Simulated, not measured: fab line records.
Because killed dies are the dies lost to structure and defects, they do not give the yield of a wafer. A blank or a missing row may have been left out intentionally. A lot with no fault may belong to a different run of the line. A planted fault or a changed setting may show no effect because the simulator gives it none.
fab line records ; flow nand_harc
record lots=5; wafers=15; last_day=24
route steps=1159 shown P_STI@107 P_GATE@110
lots untouched by any fault: they come from a run of this same line in which no faults occurred
start_h: the number of hours between the record's first day and the start of the first shown wafer of the lot ; wait_h: time in hours since the lot's previous step ; " identical to the entry in the row above ; L1.1+2: a row that stands for several wafers ; - no value, or no start given ; * or withheld: withheld ; < > ~ a bound
route shown NAME@n: a module of which the file shows steps, and the number in the route of the first ; usual: mean and standard deviation over wafers with no fault ; same: alike in all rows ; chamber/n: place in a boat ; sites: each site's reading ; _std_site: their standard deviation ; _edge_site: inner sites' mean taken away from outer sites' mean ; radius_mm: how far each site lies from the wafer's centre ; mask NAME#n: copy n ; behind: tool/chamber where the wafer was last shaped ; hold: what put the lot on hold/how long, in hours/how the hold closed ; device: names the non-switching transistor (n, p or np) ; end of line: the same wafers' tests at the end of the route ; a step with no rows: only its recipe ; killed: at the first sort, the dies lost to defects and structure; wafer yield is something else ; map: dies across one wafer; x = killed, . = not, _ = none there
set.NAME: setting as actually run; set.NAME@STEP: the setting as run at that earlier step ; model.NAME: the simulator's own value behind a step, which no gauge read
lots at some steps of the route; a table a step, a row a wafer
services: from which hour (start_h, from the record's first day; less than 0 if before it) a tool's chamber was out of use, for how many hours, and why
## steps
# step NHARC_P_STI_SRD_39
# step NHARC_P_STI_OXIDE_40
# recipe target_thk_a=100; temp_c=900; ox_time_s=1362; material=SiO2
# step NHARC_P_STI_INSPECT_25
# usual raw_defect_count=213/82
lot.wafer;tool;chamber;start_h;wait_h;raw_defect_count
L266.2;defect_inspect-01;-;115.21;0.4;273
L266.3;defect_inspect-01;-;115.21;0.4;437
L266.4;defect_inspect-01;-;115.21;0.4;381
L272.1;defect_inspect-02;-;145.87;0.4;288
L272.3;defect_inspect-02;-;145.87;0.4;191
L272.6;defect_inspect-02;-;145.87;0.4;260
L273.2;defect_inspect-02;-;158.89;0.4;115
L273.3;defect_inspect-02;-;158.89;0.4;163
L273.6;defect_inspect-02;-;158.89;0.4;82
L280.1;defect_inspect-01;-;199.70;0.4;274
L280.3;defect_inspect-01;-;199.70;0.4;174
L280.4;defect_inspect-01;-;199.70;0.4;444
L281.2;defect_inspect-02;-;199.70;0.4;186
L281.4;defect_inspect-02;-;199.70;0.4;250
L281.6;defect_inspect-02;-;199.70;0.4;192
# step NHARC_P_GATE_ETCH_69
# recipe target_depth_a=140; chemistry=dHF; material=SiO2
# step NHARC_P_GATE_PRECLEAN_70
# recipe time_s=*; temp_c=50; bath_age_min=0; chemistry=SC1
# step NHARC_P_GATE_SRD_01
# step NHARC_P_GATE_OXIDE_02
# recipe target_thk_a=375; temp_c=950; p_h2o_torr=720; ox_time_s=365; material=SiO2
# step NHARC_P_GATE_DEHYDRATE_03
# recipe temp_c=150; time_s=120
# step NHARC_P_GATE_HMDS_04
# recipe time_s=30
# step NHARC_P_GATE_COAT_05
# recipe spin_rpm=4690
# step NHARC_P_GATE_SOFTBAKE_06
# recipe temp_c=122; time_s=95
# step NHARC_P_GATE_EBR_07
# step NHARC_P_GATE_EXPOSE_08
# recipe na=0.6; dose_mj=16.75; mask_id=P_HV
lot.wafer;tool;chamber;start_h;wait_h;mask
L266.2+3+4;krf_scanner-02;0;124.07;-;P_HV#0
L272.1+3+6;krf_scanner-03;0;154.90;-;P_HV#0
L273.2+3+6;krf_scanner-02;0;166.83;-;P_PSD#0
L280.1+3+4;krf_scanner-01;0;207.44;-;P_HV#0
L281.2+4+6;krf_scanner-03;0;207.60;-;P_HV#0
# step NHARC_P_GATE_PEB_09
# recipe peb_temp_c=118; peb_time_s=85
# step NHARC_P_GATE_DEVELOP_10
# recipe time_s=70
# step NHARC_P_GATE_CD_MEAS_11
# recipe target_cd_nm=1640; landing_energy_ev=500
# usual cd_nm=1640.0/1.4
lot.wafer;tool;chamber;start_h;wait_h;cd_nm
L266.2;cd_sem-01;0;124.22;-;1637.4
L266.3;cd_sem-01;0;124.22;-;1639.0
L266.4;cd_sem-01;0;124.22;-;1639.4
L272.1;cd_sem-03;0;155.06;-;1639.0
L272.3;cd_sem-03;0;155.06;-;1641.4
L272.6;cd_sem-03;0;155.06;-;1639.4
L273.2;cd_sem-02;0;166.98;-;-
L273.3;cd_sem-02;0;166.98;-;-
L273.6;cd_sem-02;0;166.98;-;-
L280.1;cd_sem-03;0;207.60;-;1640.6
L280.3;cd_sem-03;0;207.60;-;1642.5
L280.4;cd_sem-03;0;207.60;-;1641.8
L281.2;cd_sem-02;0;207.76;-;1642.2
L281.4;cd_sem-02;0;207.76;-;1639.0
L281.6;cd_sem-02;0;207.76;-;1639.6
# step NHARC_P_GATE_HARDBAKE_12
# recipe temp_c=125; time_s=80
## services
tool;chamber;start_h;hours;kind
krf_scanner-01;-;116.77;0.3;repair
krf_scanner-01;-;118.14;0.6;repair
krf_scanner-02;-;146.76;0.7;repair
krf_scanner-03;-;168.00;4.0;pm
krf_scanner-02;-;172.61;0.6;repair
krf_scanner-01;-;194.66;2.3;repair
## key
first_sign step=NHARC_P_GATE_EXPOSE_08; reading=mask; direction=changed
effect step=NHARC_P_GATE_CD_MEAS_11; reading=cd_nm; direction=missing
met_at NHARC_P_GATE_EXPOSE_08
struck_wafers L273.2,L273.3,L273.6
later_rows_left_out L273.2,L273.3,L273.6
sort_left_out L273.2,L273.3,L273.6
tester_left_out L273
onset_between 124.07 166.83
fault kind=wrong_mask; tool=any; chamber=-; onset_h=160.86; steps=NHARC_P_GATE_EXPOSE_08; aux_copy=P_PSD#0; scope=struck_lots_only
# tester_left_out: of these lots the tester's yield and bins aren't shown, on N5 and GAA mostly nor the transistor test; their killed dies are dies lost to structure and defects alone, not to doping, threshold or leakage, so they don't give the yield
# sort_left_out: the simulated sort isn't trusted on such a fault, so these wafers' sort isn't shown, and their yield isn't known
# later_rows_left_out: the simulator's readings of these wafers behind a module that went badly wrong aren't trusted and aren't shown, but for the sort
